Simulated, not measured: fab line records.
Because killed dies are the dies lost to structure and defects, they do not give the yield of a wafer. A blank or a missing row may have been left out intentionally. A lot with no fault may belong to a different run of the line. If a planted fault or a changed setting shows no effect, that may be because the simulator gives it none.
fab line records    flow n5_finfet
[record] lots = 24  wafers = 72  last_day = 18
route steps=1938 shown BEOL_M5@1185 BEOL_M6@1238 BEOL_M7@1265
lots that met no fault: from a run of the same line without faults
start_h: start of the lot's first displayed wafer, in hours after the record's first day    wait_h: hours since the lot's step before    " same as the row above    L1.1+2: several wafers, shown together as one row    - no value, or no start given    * or withheld: withheld    < > ~ a bound
route shown NAME@n: names a module that has steps shown in the file, with the first one's number in the route    usual: the fault-free wafers' mean and standard deviation    same: alike in all rows    chamber/n: place in a boat    sites: each site's reading    _std_site: the standard deviation of these    _edge_site: outer sites' mean less inner sites'    radius_mm: for every site, how far away it sits from the centre of the wafer    mask NAME#n: copy n    behind: the last tool/chamber to shape the wafer    hold: why the lot was held/for how many hours/how that ended    device: names the non-switching transistor (n, p or np)    end of line: the tests these same wafers got at the end of their route    a step with no rows: only its recipe    killed: dies lost to structure and defects at the first sort, not the wafer's yield    map: the dies of a wafer, with x for killed, . for not killed, _ for no die there
set.NAME: setting as actually run; set.NAME@STEP: the setting as run at that earlier step    model.NAME: the simulator's own value behind a step, which no gauge read
steps of the route over a sample of lots; a table a step, a row a wafer
services: from which hour (start_h, from the record's first day; less than 0 if before it) a tool's chamber was out of use, for how many hours, and why
[[steps]]
[step N5_BEOL_M5_ANNEAL_51]
[recipe] temp_c = 225  time_s = 90  ambient = N2
[usual] wafer_temp_C_max = 226.03/0.24
lot.wafer  tool           chamber  start_h  wait_h  wafer_temp_C_max
L074.3     rtp_anneal-01  0        174.03   0.3     226.09
L074.5     "              0        "        "       226.25
L074.6     "              0        "        "       226.05
L076.1     rtp_anneal-01  0        184.72   0.1     226.03
L076.4     "              0        "        "       225.99
L076.6     "              0        "        "       226.14
L075.2     rtp_anneal-02  0        187.38   0.2     225.98
L075.5     "              0        "        "       226.08
L075.6     "              0        "        "       225.49
L077.2     rtp_anneal-01  0        191.72   0.1     225.76
L077.3     "              0        "        "       225.72
L077.4     "              0        "        "       226.32
L078.3     rtp_anneal-02  0        199.94   0.2     226.38
L078.4     "              0        "        "       226.42
L078.6     "              0        "        "       226.18
L079.1     rtp_anneal-01  0        207.13   0.3     225.88
L079.4     "              0        "        "       226.16
L079.6     "              0        "        "       225.88
L081.2     rtp_anneal-01  0        212.56   0.1     226.20
L081.4     "              0        "        "       226.13
L081.6     "              0        "        "       225.98
L080.1     rtp_anneal-01  0        216.81   0.1     226.06
L080.2     "              0        "        "       225.55
L080.3     "              0        "        "       226.14
L082.2     rtp_anneal-02  0        224.32   0.1     226.46
L082.3     "              0        "        "       226.41
L082.6     "              0        "        "       226.08
L083.1     rtp_anneal-02  0        232.23   0.3     226.01
L083.3     "              0        "        "       226.07
L083.6     "              0        "        "       226.05
L084.1     rtp_anneal-02  0        232.87   0.1     225.96
L084.2     "              0        "        "       226.23
L084.5     "              0        "        "       226.10
L086.2     rtp_anneal-01  0        247.23   0.2     225.83
L086.4     "              0        "        "       226.03
L086.6     "              0        "        "       225.90
L085.4     rtp_anneal-01  0        251.93   0.3     225.90
L085.5     "              0        "        "       225.84
L085.6     "              0        "        "       225.94
L088.1     rtp_anneal-02  0        256.15   0.1     225.68
L088.2     "              0        "        "       225.98
L088.3     "              0        "        "       226.10
L087.1     rtp_anneal-02  0        261.54   0.2     225.83
L087.2     "              0        "        "       225.98
L087.3     "              0        "        "       225.75
L089.1     rtp_anneal-01  0        264.97   0.1     226.38
L089.3     "              0        "        "       225.97
L089.4     "              0        "        "       226.26
L091.3     rtp_anneal-02  0        282.99   0.5     226.17
L091.4     "              0        "        "       225.99
L091.6     "              0        "        "       225.66
L093.1     rtp_anneal-01  0        291.67   0.1     225.59
L093.4     "              0        "        "       225.54
L093.6     "              0        "        "       225.88
L090.2     rtp_anneal-02  0        292.47   0.1     225.79
L090.3     "              0        "        "       225.79
L090.5     "              0        "        "       225.73
L092.2     rtp_anneal-01  0        302.44   0.2     226.15
L092.4     "              0        "        "       225.77
L092.6     "              0        "        "       225.84
L094.1     rtp_anneal-02  0        308.64   0.1     226.43
L094.2     "              0        "        "       226.58
L094.3     "              0        "        "       226.59
L095.3     rtp_anneal-02  0        312.45   0.1     225.99
L095.5     "              0        "        "       226.00
L095.6     "              0        "        "       226.08
L096.2     rtp_anneal-01  0        314.64   0.1     226.15
L096.3     "              0        "        "       225.88
L096.5     "              0        "        "       226.02
L097.2     rtp_anneal-01  0        323.04   0.1     226.23
L097.4     "              0        "        "       225.89
L097.5     "              0        "        "       226.35
[step N5_BEOL_M6_STRIP_36]
[recipe] chemistry = N2/H2  power_w = 450  temp_c = 40  pressure_mtorr = 20  rf_frequency_hz = 6e+07  overash_fraction = 0.3  bias_power_w = 7  h2_frac = 0.5  n2_flow_sccm = 200  h2_flow_sccm = 200
[usual] bias_power_w = 6.996/0.02  drypump_motor_current_A = 5.7/0.37  h2_flow_sccm = 199.9/0.66  oes_product_au = 0.81/0.1  rf_vpp_V = 59.1/1.4  showerhead_plenum_p_Torr = 2.54/0.11  throttle_valve_pct = 23.7/0.32
lot.wafer  tool         chamber  start_h  wait_h  bias_power_w  drypump_motor_current_A  h2_flow_sccm  oes_product_au  rf_hours_counter_h  rf_vpp_V  showerhead_plenum_p_Torr  throttle_valve_pct
L074.3     rie_diel-02  2        178.56   0.0     6.996         5.6                      199.6         0.70            242                 57.6      2.52                      24.0
L074.5     "            2        "        "       7.031         5.6                      199.0         0.69            -                   61.5      2.52                      24.0
L074.6     "            0        "        "       6.988         6.2                      200.9         0.68            -                   61.4      2.42                      23.5
L076.1     rie_diel-02  3        190.84   0.0     7.023         6.5                      201.3         0.69            213                 59.0      2.52                      23.8
L076.4     "            2        "        "       6.990         5.6                      200.0         0.70            245                 61.2      2.51                      24.0
L076.6     "            2        "        "       7.043         5.6                      200.7         0.69            -                   57.5      2.52                      24.0
L075.2     rie_diel-05  1        193.22   0.0     7.000         6.2                      200.0         0.74            161                 60.6      2.63                      23.6
L075.5     "            1        "        "       7.009         6.2                      200.2         0.75            -                   60.6      2.63                      23.6
L075.6     "            2        "        "       6.980         5.5                      200.1         0.73            -                   58.1      2.32                      23.4
L077.2     rie_diel-04  3        196.00   0.0     7.008         6.0                      198.6         0.92            19                  59.6      2.47                      23.2
L077.3     "            2        "        "       7.021         5.3                      200.3         0.66            249                 57.6      2.52                      24.3
L077.4     "            2        "        "       7.007         5.3                      199.3         0.67            -                   61.3      2.52                      24.4
L078.3     rie_diel-02  2        203.37   0.0     6.963         5.6                      200.0         0.70            249                 61.8      2.51                      24.0
L078.4     "            3        "        "       6.979         6.5                      200.4         0.69            217                 57.6      2.52                      23.8
L078.6     "            1        "        "       6.993         6.0                      199.8         0.93            -                   61.5      2.61                      23.7
L079.1     rie_diel-05  1        212.98   0.0     6.994         6.1                      200.3         0.74            170                 58.6      2.63                      23.6
L079.4     "            2        "        "       6.947         5.4                      199.5         0.73            -                   60.5      2.32                      23.5
L079.6     "            1        "        "       6.972         6.1                      199.9         0.74            -                   60.4      2.63                      23.6
L081.2     rie_diel-04  0        217.13   0.0     7.018         5.6                      200.4         0.85            67                  58.0      2.71                      23.8
L081.4     "            2        "        "       7.009         5.3                      200.4         0.67            -                   59.5      2.52                      24.3
L081.6     "            0        "        "       6.986         5.6                      199.7         0.84            -                   57.5      2.71                      23.8
L080.1     rie_diel-02  0        223.32   0.0     7.005         6.2                      199.1         0.67            231                 58.0      2.41                      23.6
L080.2     "            1        "        "       6.987         5.9                      199.4         0.89            29                  59.1      2.61                      23.7
L080.3     "            3        "        "       6.957         6.5                      199.5         0.68            226                 58.4      2.51                      23.8
L082.2     rie_diel-04  3        228.86   0.0     7.028         6.0                      199.5         0.92            33                  59.6      2.46                      23.2
L082.3     "            0        "        "       7.029         5.6                      200.0         0.86            72                  58.8      2.70                      23.8
L082.6     "            0        "        "       7.003         5.6                      200.4         0.84            -                   59.2      2.70                      23.8
L083.1     rie_diel-04  1        238.34   0.0     7.007         5.5                      199.7         0.67            224                 60.2      2.62                      23.5
L083.3     "            0        "        "       6.980         5.6                      199.4         0.84            77                  61.1      2.70                      23.8
L083.6     "            0        "        "       6.986         5.6                      198.9         0.84            -                   57.1      2.70                      23.8
L084.1     rie_diel-05  2        239.11   0.0     6.989         5.5                      199.8         0.73            196                 57.8      2.31                      23.5
L084.2     "            0        "        "       7.007         5.1                      200.0         0.90            31                  60.2      2.61                      23.1
L084.5     "            2        "        "       7.005         5.5                      200.7         0.72            -                   56.2      2.31                      23.5
L086.2     rie_diel-02  3        256.01   0.0     6.954         6.6                      200.2         0.67            234                 58.3      2.51                      23.8
L086.4     "            0        "        "       7.013         6.1                      200.2         0.65            242                 58.6      2.41                      23.6
L086.6     "            2        "        "       6.975         5.5                      200.3         0.93            -                   59.7      2.51                      23.6
L088.1     rie_diel-05  2        261.03   0.0     6.966         5.4                      199.6         0.72            201                 58.4      2.31                      23.5
L088.2     "            1        "        "       7.003         6.2                      199.3         0.73            186                 59.5      2.62                      23.7
L088.3     "            3        "        "       6.973         5.6                      200.5         0.87            45                  58.2      2.48                      24.1
L085.4     rie_diel-04  1        261.35   0.0     6.995         5.5                      199.3         0.68            232                 61.4      2.62                      23.5
L085.5     "            3        "        "       7.005         6.1                      198.4         0.87            -                   61.0      2.46                      23.2
L085.6     "            2        "        "       7.033         5.3                      199.8         0.96            -                   59.6      2.51                      23.9
L087.1     rie_diel-02  0        265.81   0.0     6.972         6.1                      199.3         0.64            246                 56.0      2.41                      23.5
L087.2     "            3        "        "       7.025         6.5                      200.8         0.67            238                 59.3      2.51                      23.8
L087.3     "            2        "        "       7.024         5.6                      200.3         0.93            13                  60.3      2.51                      23.6
L089.1     rie_diel-04  3        271.53   0.0     6.946         6.1                      200.0         0.89            50                  59.4      2.45                      23.2
L089.3     "            1        "        "       7.046         5.5                      199.6         0.67            236                 57.6      2.62                      23.5
L089.4     "            0        "        "       6.990         5.6                      198.3         0.82            89                  58.4      2.70                      23.9
L091.3     rie_diel-05  3        288.10   0.0     6.994         5.5                      200.3         0.86            53                  59.2      2.48                      24.1
L091.4     "            1        "        "       6.999         6.1                      199.4         0.72            195                 57.4      2.62                      23.7
L091.6     "            2        "        "       7.029         5.5                      199.7         0.73            -                   58.1      2.31                      23.5
L093.1     rie_diel-04  1        297.29   0.0     6.967         5.4                      200.5         0.67            246                 57.1      2.61                      23.5
L093.4     "            0        "        "       6.988         5.6                      199.6         0.82            99                  59.4      2.69                      23.9
L093.6     "            0        "        "       6.983         5.6                      199.7         0.81            -                   59.1      2.69                      23.9
L090.2     rie_diel-04  1        299.06   0.0     7.005         5.5                      200.3         0.67            247                 58.3      2.61                      23.5
L090.3     "            0        "        "       6.983         5.6                      200.5         0.81            100                 59.6      2.69                      23.9
L090.5     "            2        "        "       6.984         5.3                      200.5         0.91            -                   59.2      2.51                      24.0
L092.2     rie_diel-04  0        308.28   0.0     6.982         5.6                      199.5         0.81            104                 59.7      2.69                      23.9
L092.4     "            0        "        "       6.978         5.6                      199.8         0.80            -                   59.8      2.69                      23.9
L092.6     "            3        "        "       6.988         6.1                      200.3         0.85            -                   59.9      2.45                      23.2
L094.1     rie_diel-04  0        314.53   0.0     7.007         5.6                      200.1         0.81            107                 59.8      2.69                      23.9
L094.2     "            3        "        "       6.974         6.0                      200.2         0.85            68                  58.6      2.45                      23.2
L094.3     "            2        "        "       6.954         5.3                      200.0         0.90            25                  57.9      2.50                      24.0
L095.3     rie_diel-04  3        316.99   0.0     6.936         6.1                      199.3         0.85            70                  58.1      2.45                      23.2
L095.5     "            3        "        "       6.996         6.1                      199.7         0.83            -                   59.9      2.45                      23.3
L095.6     "            2        "        "       7.003         5.3                      200.3         0.89            -                   56.9      2.50                      24.0
L096.2     rie_diel-04  2        322.44   0.0     7.001         5.3                      200.7         0.90            30                  60.2      2.50                      24.0
L096.3     "            1        "        "       6.994         5.4                      199.5         0.96            0                   62.9      2.61                      23.2
L096.5     "            2        "        "       6.989         5.3                      201.1         0.89            -                   58.3      2.50                      24.0
L097.2     rie_diel-04  2        329.47   0.0     6.998         5.3                      200.6         0.88            32                  57.8      2.50                      24.0
L097.4     "            2        "        "       6.990         5.3                      200.4         0.89            -                   59.1      2.50                      24.0
L097.5     "            1        "        "       7.010         5.5                      199.9         0.94            -                   59.4      2.61                      23.3
[step N5_BEOL_M6_RS_MEAS_57]
[recipe] thk_meas_gauge = four-point-probe  reads = Cu_of_BEOL_M6_ECD_50+Co_of_BEOL_M6_CVD_78+TaN_of_BEOL_M6_ALD_77
[usual] M6_RS = 0.294/0.011
lot.wafer  tool           chamber  start_h  wait_h  M6_RS[ohm/sq]
L074.3     film_metro-01  -        181.27   0.1     0.292
L074.5     "              -        "        "       0.290
L074.6     "              -        "        "       0.288
L076.1     film_metro-02  -        194.18   0.1     0.322
L076.4     "              -        "        "       0.300
L076.6     "              -        "        "       0.299
L075.2     film_metro-02  -        196.17   0.1     0.289
L075.5     "              -        "        "       0.304
L075.6     "              -        "        "       0.308
L077.2     film_metro-01  -        199.28   0.1     0.285
L077.3     "              -        "        "       0.299
L077.4     "              -        "        "       0.291
L078.3     film_metro-02  -        207.46   0.1     0.311
L078.4     "              -        "        "       0.307
L078.6     "              -        "        "       0.296
L079.1     film_metro-01  -        216.71   0.1     0.311
L079.4     "              -        "        "       0.299
L079.6     "              -        "        "       0.305
L081.2     film_metro-02  -        220.30   0.1     0.295
L081.4     "              -        "        "       0.315
L081.6     "              -        "        "       0.293
L080.1     film_metro-01  -        226.94   0.1     0.296
L080.2     "              -        "        "       0.283
L080.3     "              -        "        "       0.317
L082.2     film_metro-01  -        232.71   0.1     0.284
L082.3     "              -        "        "       0.288
L082.6     "              -        "        "       0.293
L083.1     film_metro-01  -        241.23   0.1     0.282
L083.3     "              -        "        "       0.293
L083.6     "              -        "        "       0.288
L084.1     film_metro-02  -        243.00   0.1     0.305
L084.2     "              -        "        "       0.268
L084.5     "              -        "        "       0.303
L086.2     film_metro-01  -        258.84   0.1     0.312
L086.4     "              -        "        "       0.300
L086.6     "              -        "        "       0.284
L088.1     film_metro-01  -        263.78   0.1     0.294
L088.2     "              -        "        "       0.288
L088.3     "              -        "        "       0.275
L085.4     film_metro-01  -        264.41   0.0     0.284
L085.5     "              -        "        "       0.285
L085.6     "              -        "        "       0.295
L087.1     film_metro-01  -        270.06   0.1     0.313
L087.2     "              -        "        "       0.316
L087.3     "              -        "        "       0.294
L089.1     film_metro-02  -        275.36   0.1     0.279
L089.3     "              -        "        "       0.286
L089.4     "              -        "        "       0.301
L091.3     film_metro-01  -        291.25   0.1     0.269
L091.4     "              -        "        "       0.289
L091.6     "              -        "        "       0.288
L093.1     film_metro-01  -        300.97   0.1     0.289
L093.4     "              -        "        "       0.287
L093.6     "              -        "        "       0.289
L090.2     film_metro-02  -        301.98   0.1     0.308
L090.3     "              -        "        "       0.292
L090.5     "              -        "        "       0.305
L092.2     film_metro-02  -        312.15   0.1     0.286
L092.4     "              -        "        "       0.288
L092.6     "              -        "        "       0.297
L094.1     film_metro-02  -        318.54   0.1     0.284
L094.2     "              -        "        "       0.301
L094.3     "              -        "        "       0.297
L095.3     film_metro-02  -        323.20   0.1     0.287
L095.5     "              -        "        "       0.291
L095.6     "              -        "        "       0.301
L096.2     film_metro-01  -        325.12   0.1     0.315
L096.3     "              -        "        "       0.293
L096.5     "              -        "        "       0.301
L097.2     film_metro-01  -        332.08   0.1     0.305
L097.4     "              -        "        "       0.307
L097.5     "              -        "        "       0.290
[step N5_BEOL_M7_THK_MEAS_01]
[recipe] reads = SiCOH_lowk_of_BEOL_M7_ILD_DEP_00
[usual] M7_ILD_THK = 154.9/2.3
lot.wafer  tool           chamber  start_h  wait_h  M7_ILD_THK[nm]
L074.3     film_metro-01  -        181.91   0.3     153.0
L074.5     "              -        "        "       156.1
L074.6     "              -        "        "       155.3
L076.1     film_metro-02  -        194.82   0.4     155.7
L076.4     "              -        "        "       153.7
L076.6     "              -        "        "       157.6
L075.2     film_metro-01  -        196.81   0.4     157.5
L075.5     "              -        "        "       158.6
L075.6     "              -        "        "       155.0
L077.2     film_metro-02  -        199.92   0.4     152.8
L077.3     "              -        "        "       152.1
L077.4     "              -        "        "       153.5
L078.3     film_metro-01  -        208.10   0.3     153.7
L078.4     "              -        "        "       156.2
L078.6     "              -        "        "       157.3
L079.1     film_metro-01  -        217.35   0.4     152.9
L079.4     "              -        "        "       156.6
L079.6     "              -        "        "       156.4
L081.2     film_metro-02  -        220.94   0.4     156.4
L081.4     "              -        "        "       156.4
L081.6     "              -        "        "       157.2
L080.1     film_metro-01  -        227.59   0.4     153.7
L080.2     "              -        "        "       153.1
L080.3     "              -        "        "       155.6
L082.2     film_metro-02  -        233.35   0.4     152.9
L082.3     "              -        "        "       154.4
L082.6     "              -        "        "       155.5
L083.1     film_metro-02  -        241.86   0.4     152.9
L083.3     "              -        "        "       152.4
L083.6     "              -        "        "       156.0
L084.1     film_metro-02  -        243.64   0.4     153.7
L084.2     "              -        "        "       154.5
L084.5     "              -        "        "       158.0
L086.2     film_metro-02  -        259.50   0.4     152.3
L086.4     "              -        "        "       155.5
L086.6     "              -        "        "       153.2
L088.1     film_metro-02  -        264.42   0.4     151.6
L088.2     "              -        "        "       153.9
L088.3     "              -        "        "       155.1
L085.4     film_metro-02  -        265.05   0.2     157.3
L085.5     "              -        "        "       153.4
L085.6     "              -        "        "       155.1
L087.1     film_metro-02  -        270.72   0.4     152.6
L087.2     "              -        "        "       153.2
L087.3     "              -        "        "       156.4
L089.1     film_metro-02  -        276.00   0.4     149.6
L089.3     "              -        "        "       155.3
L089.4     "              -        "        "       156.5
L091.3     film_metro-02  -        291.93   0.3     156.3
L091.4     "              -        "        "       156.9
L091.6     "              -        "        "       160.1
L093.1     film_metro-02  -        301.61   0.4     156.8
L093.4     "              -        "        "       155.6
L093.6     "              -        "        "       154.6
L090.2     film_metro-01  -        302.62   0.4     156.3
L090.3     "              -        "        "       153.6
L090.5     "              -        "        "       157.0
L092.2     film_metro-01  -        312.79   0.4     152.2
L092.4     "              -        "        "       154.0
L092.6     "              -        "        "       154.8
L094.1     film_metro-02  -        319.18   0.4     149.2
L094.2     "              -        "        "       149.0
L094.3     "              -        "        "       153.4
L095.3     film_metro-01  -        323.84   0.3     154.7
L095.5     "              -        "        "       156.1
L095.6     "              -        "        "       158.1
L096.2     film_metro-02  -        325.78   0.4     150.2
L096.3     "              -        "        "       151.4
L096.5     "              -        "        "       150.3
L097.2     film_metro-01  -        333.22   0.7     153.6
L097.4     "              -        "        "       159.9
L097.5     "              -        "        "       156.9
[step N5_BEOL_M7_PRE_CLEAN_45]
[recipe] gas = H2/He  time_s = 30  temp_c = 250
[usual] heater_power_w = 333/35
lot.wafer  tool            chamber  start_h  wait_h  heater_power_w
L074.3     pvd_sputter-02  -        186.21   0.0     347
L074.5     "               -        "        "       328
L074.6     "               -        "        "       367
L076.1     pvd_sputter-01  -        198.46   0.0     325
L076.4     "               -        "        "       317
L076.6     "               -        "        "       237
L075.2     pvd_sputter-01  -        200.48   0.0     311
L075.5     "               -        "        "       308
L075.6     "               -        "        "       318
L077.2     pvd_sputter-01  -        204.37   0.0     307
L077.3     "               -        "        "       234
L077.4     "               -        "        "       322
L078.3     pvd_sputter-02  -        214.85   0.0     376
L078.4     "               -        "        "       337
L078.6     "               -        "        "       374
L079.1     pvd_sputter-02  -        224.19   0.0     377
L079.4     "               -        "        "       334
L079.6     "               -        "        "       372
L081.2     pvd_sputter-01  -        226.16   0.0     232
L081.4     "               -        "        "       322
L081.6     "               -        "        "       316
L080.1     pvd_sputter-02  -        232.18   0.0     371
L080.2     "               -        "        "       371
L080.3     "               -        "        "       346
L082.2     pvd_sputter-02  -        239.36   0.0     346
L082.3     "               -        "        "       374
L082.6     "               -        "        "       347
L083.1     pvd_sputter-02  -        249.77   0.0     374
L083.3     "               -        "        "       345
L083.6     "               -        "        "       348
L084.1     pvd_sputter-02  -        250.87   0.0     374
L084.2     "               -        "        "       336
L084.5     "               -        "        "       328
L086.2     pvd_sputter-01  -        264.03   0.0     306
L086.4     "               -        "        "       233
L086.6     "               -        "        "       311
L085.4     pvd_sputter-02  -        270.20   0.0     339
L085.5     "               -        "        "       369
L085.6     "               -        "        "       336
L088.1     pvd_sputter-03  -        270.22   0.0     345
L088.2     "               -        "        "       349
L088.3     "               -        "        "       346
L087.1     pvd_sputter-02  -        275.58   0.0     340
L087.2     "               -        "        "       331
L087.3     "               -        "        "       373
L089.1     pvd_sputter-03  -        278.93   0.0     356
L089.3     "               -        "        "       306
L089.4     "               -        "        "       344
L091.3     pvd_sputter-03  -        296.67   0.0     340
L091.4     "               -        "        "       353
L091.6     "               -        "        "       309
L090.2     pvd_sputter-02  -        306.84   0.0     336
L090.3     "               -        "        "       330
L090.5     "               -        "        "       383
L093.1     pvd_sputter-02  -        306.92   0.0     339
L093.4     "               -        "        "       376
L093.6     "               -        "        "       322
L092.2     pvd_sputter-02  -        317.65   0.0     367
L092.4     "               -        "        "       341
L092.6     "               -        "        "       362
L094.1     pvd_sputter-01  -        326.72   0.0     320
L094.2     "               -        "        "       319
L094.3     "               -        "        "       318
L095.3     pvd_sputter-01  -        327.12   0.0     320
L095.5     "               -        "        "       316
L095.6     "               -        "        "       311
L096.2     pvd_sputter-01  -        330.58   0.0     324
L096.3     "               -        "        "       314
L096.5     "               -        "        "       312
L097.2     pvd_sputter-03  -        338.58   0.0     348
L097.4     "               -        "        "       345
L097.5     "               -        "        "       309
[step N5_BEOL_M7_RS_MEAS_57]
[recipe] thk_meas_gauge = four-point-probe  reads = Cu_of_BEOL_M7_ECD_50+Co_of_BEOL_M7_CVD_78+TaN_of_BEOL_M7_ALD_77
[usual] M7_RS = 0.291/0.0095
lot.wafer  tool           chamber  start_h  wait_h  M7_RS[ohm/sq]
L074.3     film_metro-01  -        188.33   0.1     0.281
L074.5     "              -        "        "       0.289
L074.6     "              -        "        "       0.303
L076.1     film_metro-01  -        200.30   0.1     0.294
L076.4     "              -        "        "       0.299
L076.6     "              -        "        "       0.296
L075.2     film_metro-01  -        202.60   0.1     0.302
L075.5     "              -        "        "       0.273
L075.6     "              -        "        "       0.285
L077.2     film_metro-02  -        207.40   0.1     0.277
L077.3     "              -        "        "       0.280
L077.4     "              -        "        "       0.274
L078.3     film_metro-01  -        216.35   0.1     0.303
L078.4     "              -        "        "       0.280
L078.6     "              -        "        "       0.286
L079.1     film_metro-01  -        226.76   0.1     0.285
L079.4     "              -        "        "       0.289
L079.6     "              -        "        "       0.292
L081.2     film_metro-01  -        227.80   0.1     0.288
L081.4     "              -        "        "       0.277
L081.6     "              -        "        "       0.278
L080.1     film_metro-02  -        234.25   0.1     0.295
L080.2     "              -        "        "       0.295
L080.3     "              -        "        "       0.285
L082.2     film_metro-01  -        240.97   0.1     0.293
L082.3     "              -        "        "       0.297
L082.6     "              -        "        "       0.285
L083.1     film_metro-01  -        251.55   0.1     0.317
L083.3     "              -        "        "       0.301
L083.6     "              -        "        "       0.294
L084.1     film_metro-02  -        256.91   0.1     0.303
L084.2     "              -        "        "       0.292
L084.5     "              -        "        "       0.302
L086.2     film_metro-01  -        267.26   0.1     0.286
L086.4     "              -        "        "       0.283
L086.6     "              -        "        "       0.292
L085.4     film_metro-02  -        272.80   0.0     0.277
L085.5     "              -        "        "       0.283
L085.6     "              -        "        "       0.279
L088.1     film_metro-01  -        273.08   0.1     0.284
L088.2     "              -        "        "       0.298
L088.3     "              -        "        "       0.288
L087.1     film_metro-01  -        277.74   0.1     0.309
L087.2     "              -        "        "       0.283
L087.3     "              -        "        "       0.288
L089.1     film_metro-01  -        282.90   0.1     0.296
L089.3     "              -        "        "       0.297
L089.4     "              -        "        "       0.290
L091.3     film_metro-01  -        298.45   0.1     0.302
L091.4     "              -        "        "       0.285
L091.6     "              -        "        "       0.299
L093.1     film_metro-01  -        309.73   0.1     0.294
L093.4     "              -        "        "       0.280
L093.6     "              -        "        "       0.301
L090.2     film_metro-01  -        310.01   0.1     0.308
L090.3     "              -        "        "       0.289
L090.5     "              -        "        "       0.296
L092.2     film_metro-02  -        319.70   0.1     0.288
L092.4     "              -        "        "       0.274
L092.6     "              -        "        "       0.279
L094.1     film_metro-01  -        330.13   0.1     0.301
L094.2     "              -        "        "       0.286
L094.3     "              -        "        "       0.296
L095.3     film_metro-01  -        330.31   0.1     0.286
L095.5     "              -        "        "       0.300
L095.6     "              -        "        "       0.283
L096.2     film_metro-02  -        332.61   0.1     0.288
L096.3     "              -        "        "       0.294
L096.5     "              -        "        "       0.294
L097.2     film_metro-01  -        340.50   0.1     0.285
L097.4     "              -        "        "       0.311
L097.5     "              -        "        "       0.294
[[services]]
tool         chamber  start_h  hours  kind
rie_diel-05  -        164.14   0.3    repair
rie_diel-05  -        171.64   2.2    repair
rie_diel-02  3        173.21   5.4    repair
rie_diel-04  1        175.48   62.1   repair
rie_diel-05  3        201.47   13.7   repair
rie_diel-02  2        205.13   -      clean
rie_diel-02  2        205.13   -      consumable_replace:focus_ring
rie_diel-02  2        205.13   22.7   scheduled_down
rie_diel-02  2        205.13   22.7   vent_cycle
rie_diel-05  2        219.41   2.6    repair
rie_diel-02  3        230.91   5.1    repair
rie_diel-04  2        237.62   -      clean
rie_diel-04  2        237.62   -      consumable_replace:focus_ring
rie_diel-04  2        237.62   14.2   scheduled_down
rie_diel-04  2        237.62   14.2   vent_cycle
rie_diel-02  0        277.44   -      clean
rie_diel-02  0        277.44   -      consumable_replace:focus_ring
rie_diel-05  -        291.28   14.6   pm
rie_diel-04  1        306.00   -      clean
rie_diel-04  1        306.00   -      consumable_replace:focus_ring
rie_diel-04  1        306.00   15.0   scheduled_down
rie_diel-04  1        306.00   15.0   vent_cycle
rie_diel-04  3        317.19   18.4   repair
rie_diel-02  2        328.01   2.4    repair
[[key]]
fault none
